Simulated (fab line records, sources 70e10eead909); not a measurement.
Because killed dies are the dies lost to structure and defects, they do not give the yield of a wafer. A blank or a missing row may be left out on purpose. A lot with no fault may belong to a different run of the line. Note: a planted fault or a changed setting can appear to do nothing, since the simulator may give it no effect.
Which tool is to blame? -- flow nand_harc -- 11 lots with 33 wafers sampled at 4 steps, on a route of 1159 steps

## WHAT EACH GAUGE READ, for each wafer
NHARC_P_GATE_INSPECT_28.
lot,measured,on,raw_defect_count
L932,day 4 23:08,defect_inspect-02,8 5 8
L930,day 4 23:31,defect_inspect-01,3 3 7
L931,day 4 23:53,defect_inspect-02,4 7 4
L934,day 5 12:30,defect_inspect-01,2 4 5
L935,day 5 19:46,defect_inspect-01,13 4 10
L942,day 7 22:38,defect_inspect-01,461 497 437
L944,day 8 17:46,defect_inspect-01,508 499 466
L946,day 8 18:32,defect_inspect-02,2 5 4
L947,day 8 18:44,defect_inspect-01,15 9 8
L949,day 9 06:29,defect_inspect-01,6 9 8
L953,day 10 05:04,defect_inspect-01,12 7 7

## WHAT TOOL EACH LOT RAN ON (gives the tool, then ch and the chambers of the sampled wafers, and finally the start)
lot,NHARC_P_STI_ETCH_42,NHARC_P_STI_ETCH_15,NHARC_P_GATE_DEP_103
L932,"rie_diel-09 ch 0,3, day 2 20:05","rie_si-06 ch 0,1, day 2 20:18","pecvd-03 ch 0,1,2, day 4 22:30"
L930,"rie_diel-07 ch 0,1,2, day 2 20:08","rie_si-01 ch 0,1,2, day 2 20:22","pecvd-03 ch 0,1, day 4 22:43"
L931,"rie_diel-07 ch 0,1,2, day 2 20:18","rie_si-04 ch 0,1,2, day 2 20:30","pecvd-03 ch 0,2, day 4 23:05"
L934,"rie_diel-09 ch 1,3, day 3 08:37","rie_si-01 ch 0,2,3, day 3 08:49","pecvd-03 ch 0,1,2, day 5 11:44"
L935,"rie_diel-07 ch 0,1,3, day 3 18:41","rie_si-01 ch 0,1,3, day 3 18:55","pecvd-01 ch 0,1,2, day 5 18:59"
L942,"rie_diel-05 ch 1,2,3, day 5 11:01","rie_si-06 ch 1,2,3, day 5 11:11","pecvd-03 ch 0,1,2, day 7 21:50"
L944,"rie_diel-07 ch 0,1,2, day 6 05:53","rie_si-01 ch 0,1,2, day 6 06:04","pecvd-03 ch 0,1,2, day 8 17:05"
L946,"rie_diel-05 ch 1,2,3, day 6 15:02","rie_si-06 ch 0,3, day 6 15:14","pecvd-01 ch 0,1,2, day 8 17:43"
L947,"rie_diel-07 ch 0,3, day 6 15:11","rie_si-04 ch 1,3, day 6 15:24","pecvd-02 ch 0,1, day 8 17:58"
L949,"rie_diel-09 ch 1,3, day 7 03:14","rie_si-04 ch 1,3, day 7 03:26","pecvd-01 ch 0,2, day 9 05:48"
L953,"rie_diel-05 ch 2,3, day 8 05:22","rie_si-04 ch 0,1,2, day 8 05:37","pecvd-01 ch 1,2, day 10 04:15"
- NHARC_P_STI_ETCH_42: etches the open film in N2/H2, target depth 80 nm, overetch 24 nm, time 61 s.
- NHARC_P_STI_ETCH_15: etches the open film in HBr/Cl2, target depth 300 nm, time 100.1 s.
- NHARC_P_GATE_DEP_103: deposits SiON, target thk 30 nm.

## THE ANSWER, worked out from the rows above alone
Rule: what is usual is taken from the lots themselves. Put in order of their means at a reading, lots are off if they are a third of the lots or fewer, leave a main group of 4 or more, and stand apart from it by a gap of 3 or more times the standard deviation of the main group's means; of several such gaps the widest counts. If all means in a main group match to the digits the tables above print for the reading, that group is not used. A lot without any number at a reading at which 4 lots or more have one is off too. Any other lot the step has rows for is counted as sound.
Off: L942, L944, at NHARC_P_GATE_INSPECT_28 (raw_defect_count). The main group: mean 7, standard deviation 2.4.
If a tool, at a process step before that reading, ran all the lots that are off and no sound lot after the first of them, it fits. Gauges at NHARC_P_GATE_INSPECT_28: tried the same way as those tools. One fits: NHARC_P_GATE_DEP_103 on pecvd-03. A fault onset in the window from L934 (day 5 11:44, its last sound lot) to L942 (day 7 21:50, its first lot off) fits.

## WHAT HAD BEEN PUT IN BY THE SIMULATOR
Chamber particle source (pecvd-03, NHARC_P_GATE_DEP_103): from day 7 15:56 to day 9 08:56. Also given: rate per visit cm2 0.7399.
Lots struck among those shown: L942, L944. The rule above reached the same finding.
